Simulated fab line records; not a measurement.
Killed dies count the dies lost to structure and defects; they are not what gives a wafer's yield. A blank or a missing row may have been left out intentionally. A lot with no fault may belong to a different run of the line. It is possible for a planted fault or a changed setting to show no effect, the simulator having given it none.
Comparing a struck lot with a sound one :: flow n5 finfet :: 15 steps out of a route of 1938
Sound: wafers L530.3, L530.4, L530.5. Struck: wafers L523.3, L523.5. The cause is named last.
Each step with rows lists, per side, the tool, then ch with its chambers, then its first start. Under that, the readings that differ: sound wafers :: struck wafers :: difference of the means :: sigmas: that difference in standard deviations of wafers without a fault.
alike: readings with means less than 2 such deviations apart, plus words and numbers identical on both sides. not compared: withheld readings, readings lacking a value on some wafer, bounds such as >300 that could conceal the same value, and numbers that have no deviation in the record and whose values overlap.
Wherever a step has rows on one side only, a row that says differs or no value, or a row with sigmas, the two part there. Non-overlapping numbers with no deviation appear without sigmas and do not part them. Lack of a reading on every wafer of one side parts them only where that side has two or more wafers.

N5_BEOL_M8_TRENCH_ETCH_37: etches SiCOH lowk in C4F6/O2, target depth 93.478 nm, time 31.2 s.
  sound on rie diel-06 ch 0,3; struck on rie diel-03 ch 1
  alike: drypump motor current A, oes_f_703_au, oes product au, rf vpp V, showerhead plenum p Torr, throttle valve pct
  not compared: rf hours counter h
then, 1 step without rows for these wafers: N5_BEOL_M8_ETCH_41 (etches SiCN in CH3F/O2, target depth 31.9 nm, time 57.8 s).
N5_BEOL_M8_STRIP_80: strips in N2/H2, time 10 s.
  sound on rie diel-06 ch 0,3; struck on rie diel-03 ch 1
  alike: drypump motor current A, oes product au, rf vpp V, showerhead plenum p Torr, throttle valve pct
  not compared: rf hours counter h
N5_BEOL_M8_OCD_MEAS_38:
  sound on ocd-02 at day 15 17:34; struck on ocd-01 at day 13 04:25
  alike: trench depth nm
then, 4 steps without rows for these wafers: N5_BEOL_M8_HM_STRIP_39 (strips TiN in peroxide tin strip, target depth 25 nm, time 158 s); N5_BEOL_M8_SRD_40 (time 30 s); N5_BEOL_M8_PRECLEAN_42 (cleans in residue remover, time 60 s); N5_BEOL_M8_SRD_43 (time 30 s).
N5_BEOL_M8_CD_MEAS_35: the cd target is 40 nm.
  sound on cd sem-02 at day 15 17:43; struck on cd sem-02 at day 13 04:34
  alike: cd nm
N5_BEOL_M8_CURE_75: cures SiCOH lowk, time 120 s.
  sound on uv cure-02 ch 1, day 15 18:37; struck on uv cure-03 ch 0, day 13 04:43
  alike: lamp power pct, wafer_temp_C_max
N5_BEOL_M8_DEGAS_44: time 60 s.
  sound on pvd sputter-03 at day 15 18:50; struck on pvd sputter-03 at day 13 05:23
  alike: heater power w
then, 1 step without rows for these wafers: N5_BEOL_M8_PRE_CLEAN_45 (time 30 s).
N5_BEOL_M8_ALD_77: deposits TaN, target thk 2 nm, pulse time 2 s, purge time 3 s.
  sound on ald metal-04 ch 0,2,3, day 15 19:01; struck on ald metal-03 ch 1, day 13 05:30
reading: purge time s (s)
sound: 3 3 3
struck: 2.3208 2.3208
difference: -0.6792
sigmas: 
  alike: heater power w
N5_BEOL_M8_SURFACE_TREAT_79:
  sound on pvd sputter-02 at day 15 19:35; struck on pvd sputter-03 at day 13 05:49
  not compared: throttle valve pct
N5_PASSIVATION_PROBE_49:
  sound wafers here have rows in the record (prober-01, day 18 14:10); struck ones have none

WHERE THEY PART
At N5_PASSIVATION_PROBE_49 and nowhere else, as far as this record goes.

WHY: what had been put in by the simulator
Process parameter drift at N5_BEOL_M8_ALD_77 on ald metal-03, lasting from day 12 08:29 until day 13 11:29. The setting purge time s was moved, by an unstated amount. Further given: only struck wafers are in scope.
